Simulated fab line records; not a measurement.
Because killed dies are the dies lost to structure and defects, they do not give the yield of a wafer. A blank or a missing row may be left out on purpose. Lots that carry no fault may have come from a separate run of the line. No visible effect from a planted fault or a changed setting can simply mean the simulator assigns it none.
A single fault, viewed from 3 desks || flow n5Finfet || numbers are kept per desk, each desk with only its own; the story behind them comes last

## THE DEFECT DESK
What the inspections along the route counted, lot by lot: means of the sampled wafers that have a number. A lot is out of limits, marked OUT, if its mean lies more than 4 standard deviations from the usual mean; the brackets give that distance.
Columns: A = rawDefectCount at N5_BEOL_M14_INSPECT_30, usual 2.2
{"lot": "L286", "first seen here": "day 10 21:47", "A": 2.0}
{"lot": "L291", "first seen here": "day 12 12:56", "A": 3.3}
{"lot": "L293", "first seen here": "day 13 03:57", "A": 2.0}
{"lot": "L297", "first seen here": "day 13 20:08", "A": 2.5}
{"lot": "L301", "first seen here": "day 15 01:04", "A": 2.7}
{"lot": "L303", "first seen here": "day 15 05:08", "A": 2.7}
Result from this desk: across the 6 lots, nothing is out of limits.

## TOOL OWNER'S DESK, rieDiel-05
The tool's own readings at N5_BEOL_M14_ETCH_38 (etches SiCN in CF4/N2, target depth 106.5 nm, time 120.6 s): means of the sampled wafers that have a number, for each lot that ran on this tool. A lot is out of limits, marked OUT, if its mean lies more than 4 standard deviations from the usual mean; the brackets give that distance.
Columns: A = drypumpMotorCurrentA at N5_BEOL_M14_ETCH_38, usual 5.7 A; B = oesProductAu at N5_BEOL_M14_ETCH_38, usual 0.78 a.u.; C = rfVppV at N5_BEOL_M14_ETCH_38, usual 382.2 V; D = showerheadPlenumPTorr at N5_BEOL_M14_ETCH_38, usual 2.21 Torr; E = throttleValvePct at N5_BEOL_M14_ETCH_38, usual 15.55 %
{"lot": "L291", "first seen here": "day 12 14:59", "A": 5.8, "B": 0.76, "C": 382.4, "D": 2.21, "E": 15.56}
{"lot": "L293", "first seen here": "day 13 05:20", "A": 5.9, "B": 0.65, "C": 382.6, "D": 2.22, "E": 15.69}
{"lot": "L297", "first seen here": "day 13 22:46", "A": 5.8, "B": 0.61, "C": 381.0, "D": 2.20, "E": 15.68}
Result from this desk: across the 3 lots, nothing is out of limits.

## THE METROLOGY DESK
Lot by lot, what the gauges showed, no matter which tool ran the lot: averages of those sampled wafers that carry a number. A lot is out of limits, marked OUT, if its mean lies more than 4 standard deviations from the usual mean; the brackets give that distance.
Columns: A = cdNm at N5_BEOL_M14_CD_MEAS_28, usual 282.9 nm; B = M14_OVL at N5_BEOL_M14_OVL_MEAS_29, usual 2 nm; C = trenchDepthNm at N5_BEOL_M14_OCD_MEAS_35, usual 560 nm; D = M14_THK at N5_BEOL_M14_THK_MEAS_50, usual 572 nm
{"lot": "L286", "first seen here": "day 10 21:44", "A": 283.3, "B": 11, "C": 558, "D": 580}
{"lot": "L291", "first seen here": "day 12 12:53", "A": 283.2, "B": 4, "C": 543, "D": 549}
{"lot": "L293", "first seen here": "day 13 03:54", "A": 283.2, "B": 0, "C": 559, "D": 576}
{"lot": "L297", "first seen here": "day 13 20:05", "A": 283.8, "B": 4, "C": 546, "D": 559}
{"lot": "L301", "first seen here": "day 15 01:00", "A": 280.3, "B": 5, "C": 558, "D": 570}
{"lot": "L303", "first seen here": "day 15 05:05", "A": 281.8, "B": 5, "C": 561, "D": 578}
Result from this desk: across the 6 lots, nothing is out of limits.

## TAKEN TOGETHER
Nothing the defect desk looked at was out of limits.
Nothing out of limits was seen by the tool owner's desk.
Metrology desk: nothing out of limits seen.

## WHAT THE SIMULATOR PUT IN
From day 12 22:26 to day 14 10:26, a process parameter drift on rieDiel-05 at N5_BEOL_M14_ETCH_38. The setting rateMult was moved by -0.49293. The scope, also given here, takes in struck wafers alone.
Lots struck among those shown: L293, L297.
